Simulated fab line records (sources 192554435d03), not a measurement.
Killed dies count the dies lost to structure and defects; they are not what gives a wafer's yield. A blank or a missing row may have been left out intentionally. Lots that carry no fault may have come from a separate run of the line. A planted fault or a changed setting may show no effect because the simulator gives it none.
Chamber matching || flow n5 finfet || N5_BEOL_M9_ILD_DEP_00 on pecvd-02: 3 sister chambers
The step deposits SiCOH lowk from DEMS/porogen, target thk 308.51 nm, time 58 s. 6 wafers are shown with their chamber, then 11 later ones without.

EACH WAFER AND ITS CHAMBER
{"wafer": "L089.1", "chamber": 0, "throttle valve pct (%)": 14.5, "showerhead plenum p Torr (Torr)": 5.716}
{"wafer": "L089.3", "chamber": 2, "throttle valve pct (%)": 12.8, "showerhead plenum p Torr (Torr)": 5.734}
{"wafer": "L090.1", "chamber": 1, "throttle valve pct (%)": 14.0, "showerhead plenum p Torr (Torr)": 5.756}
{"wafer": "L090.2", "chamber": 0, "throttle valve pct (%)": 14.7, "showerhead plenum p Torr (Torr)": 5.727}
{"wafer": "L090.3", "chamber": 1, "throttle valve pct (%)": 14.1, "showerhead plenum p Torr (Torr)": 5.747}
{"wafer": "L092.1", "chamber": 2, "throttle valve pct (%)": 12.9, "showerhead plenum p Torr (Torr)": 5.742}

WAFERS MISSING THEIR CHAMBER
{"wafer": "L092.4", "throttle valve pct (%)": 14.4, "showerhead plenum p Torr (Torr)": 5.715}
{"wafer": "L092.5", "throttle valve pct (%)": 13.9, "showerhead plenum p Torr (Torr)": 5.757}
{"wafer": "L093.1", "throttle valve pct (%)": 14.0, "showerhead plenum p Torr (Torr)": 5.741}
{"wafer": "L093.2", "throttle valve pct (%)": 14.7, "showerhead plenum p Torr (Torr)": 5.708}
{"wafer": "L093.5", "throttle valve pct (%)": 14.1, "showerhead plenum p Torr (Torr)": 5.749}
{"wafer": "L094.2", "throttle valve pct (%)": 14.1, "showerhead plenum p Torr (Torr)": 5.764}
{"wafer": "L094.3", "throttle valve pct (%)": 12.9, "showerhead plenum p Torr (Torr)": 5.739}
{"wafer": "L094.5", "throttle valve pct (%)": 14.2, "showerhead plenum p Torr (Torr)": 5.764}
{"wafer": "L096.1", "throttle valve pct (%)": 14.6, "showerhead plenum p Torr (Torr)": 5.706}
{"wafer": "L096.2", "throttle valve pct (%)": 12.9, "showerhead plenum p Torr (Torr)": 5.755}
{"wafer": "L096.6", "throttle valve pct (%)": 14.3, "showerhead plenum p Torr (Torr)": 5.749}

EACH ONE'S CHAMBER
{"wafer": "L092.4", "from the rows above": 0, "in truth": 0}
{"wafer": "L092.5", "from the rows above": 1, "in truth": 1}
{"wafer": "L093.1", "from the rows above": 1, "in truth": 1}
{"wafer": "L093.2", "from the rows above": 0, "in truth": 0}
{"wafer": "L093.5", "from the rows above": 1, "in truth": 1}
{"wafer": "L094.2", "from the rows above": 1, "in truth": 1}
{"wafer": "L094.3", "from the rows above": 2, "in truth": 2}
{"wafer": "L094.5", "from the rows above": 1, "in truth": 1}
{"wafer": "L096.1", "from the rows above": 0, "in truth": 0}
{"wafer": "L096.2", "from the rows above": 2, "in truth": 2}
{"wafer": "L096.6", "from the rows above": 1, "in truth": 1}
11 of 11 placed correctly. Can't be placed from these rows: 0. Wrongly placed: 0.
How it was worked out, from the rows above alone: a wafer's distance from a chamber is the root of the sum, over the readings, of the square of ((its reading less the chamber's mean) divided by the reading's scatter). If the next closest chamber is less than 2 further off than the closest, the wafer can't be placed; otherwise it belongs to the closest. The mean given for a chamber averages the wafers shown for that chamber. How the scatter is found: for the shown wafers, subtract from each reading the mean of its chamber, square and add these, divide the total by (wafers less chambers), then take the root.
